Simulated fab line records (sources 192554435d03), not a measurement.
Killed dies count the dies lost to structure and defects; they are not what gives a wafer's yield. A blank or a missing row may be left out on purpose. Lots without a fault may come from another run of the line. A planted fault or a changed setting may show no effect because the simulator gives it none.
Matching of chambers | flow n5 finfet | N5_BEOL_M8_STRIP_36 on rie diel-01 has 4 sister chambers
The step strips in N2/H2. 20 wafers are shown with their chamber, then 10 later ones without.

## WAFERS PAIRED WITH THEIR CHAMBERS
wafer  | chamber | drypump motor current A (A) | throttle valve pct (%) | showerhead plenum p Torr (Torr)
L078.3 | 1       | 5.65                        | 23.4                   | 2.39
L078.4 | 0       | 5.31                        | 23.8                   | 2.61
L078.6 | 3       | 5.27                        | 23.1                   | 2.46
L082.1 | 2       | 5.77                        | 23.6                   | 2.40
L082.2 | 0       | 5.34                        | 23.8                   | 2.61
L082.4 | 3       | 5.27                        | 23.1                   | 2.46
L083.1 | 2       | 5.77                        | 23.6                   | 2.40
L083.4 | 0       | 5.32                        | 23.8                   | 2.61
L083.5 | 3       | 5.25                        | 23.1                   | 2.46
L085.1 | 3       | 5.26                        | 23.1                   | 2.46
L085.2 | 0       | 5.34                        | 23.8                   | 2.60
L085.6 | 3       | 5.23                        | 23.1                   | 2.46
L090.1 | 3       | 5.27                        | 23.1                   | 2.45
L090.2 | 1       | 5.65                        | 23.0                   | 2.70
L090.4 | 3       | 5.26                        | 23.1                   | 2.45
L088.1 | 3       | 5.24                        | 23.1                   | 2.45
L088.3 | 1       | 5.63                        | 23.1                   | 2.70
L088.5 | 2       | 5.78                        | 23.6                   | 2.39
L092.1 | 1       | 5.64                        | 23.1                   | 2.70
L092.2 | 2       | 5.77                        | 23.6                   | 2.39

SIGNATURES (averages over the wafers above)
reading                  | chamber 0 | chamber 1 | chamber 2 | chamber 3 | scatter within a chamber
drypump motor current A  | 5.3275    | 5.6425    | 5.7725    | 5.2562    | 0.0128
throttle valve pct       | 23.800    | 23.150    | 23.600    | 23.100    | 0.075
showerhead plenum p Torr | 2.6075    | 2.6225    | 2.3950    | 2.4562    | 0.0673
Rule: a wafer's distance from a chamber is the root of the sum, over the readings, of the square of ((its reading less the chamber's mean) divided by the reading's scatter). The wafer belongs to the nearest chamber; if the next one is less than 2 further off, it can't be placed. The scatter is the square root of a quotient: the sum, over the shown wafers, of each reading's squared deviation from its chamber's mean, divided by wafers minus chambers.

## WAFERS WHOSE CHAMBER IS MISSING
wafer  | drypump motor current A (A) | throttle valve pct (%) | showerhead plenum p Torr (Torr)
L092.3 | 5.34                        | 23.4                   | 2.60
L094.2 | 5.28                        | 23.2                   | 2.44
L094.3 | 5.63                        | 23.1                   | 2.69
L094.4 | 5.75                        | 23.6                   | 2.39
L097.2 | 5.65                        | 23.1                   | 2.69
L097.4 | 5.66                        | 23.1                   | 2.69
L097.6 | 5.32                        | 23.4                   | 2.59
L095.3 | 5.59                        | 23.1                   | 2.69
L095.4 | 5.63                        | 23.1                   | 2.69
L095.5 | 5.27                        | 23.2                   | 2.44

## WHICH CHAMBER EACH ONE RAN IN
wafer  | from the rows above     | in truth
L092.3 | 0                       | 0
L094.2 | 3                       | 3
L094.3 | 1                       | 1
L094.4 | 2                       | 2
L097.2 | 1                       | 1
L097.4 | 1                       | 1
L097.6 | can't be placed: 0 or 3 | 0
L095.3 | 1                       | 1
L095.4 | 1                       | 1
L095.5 | 3                       | 3
Placed correctly: 9 of 10. Not placeable from these rows: 1 (in 1, the candidates include the true chamber). 0 placed wrongly.
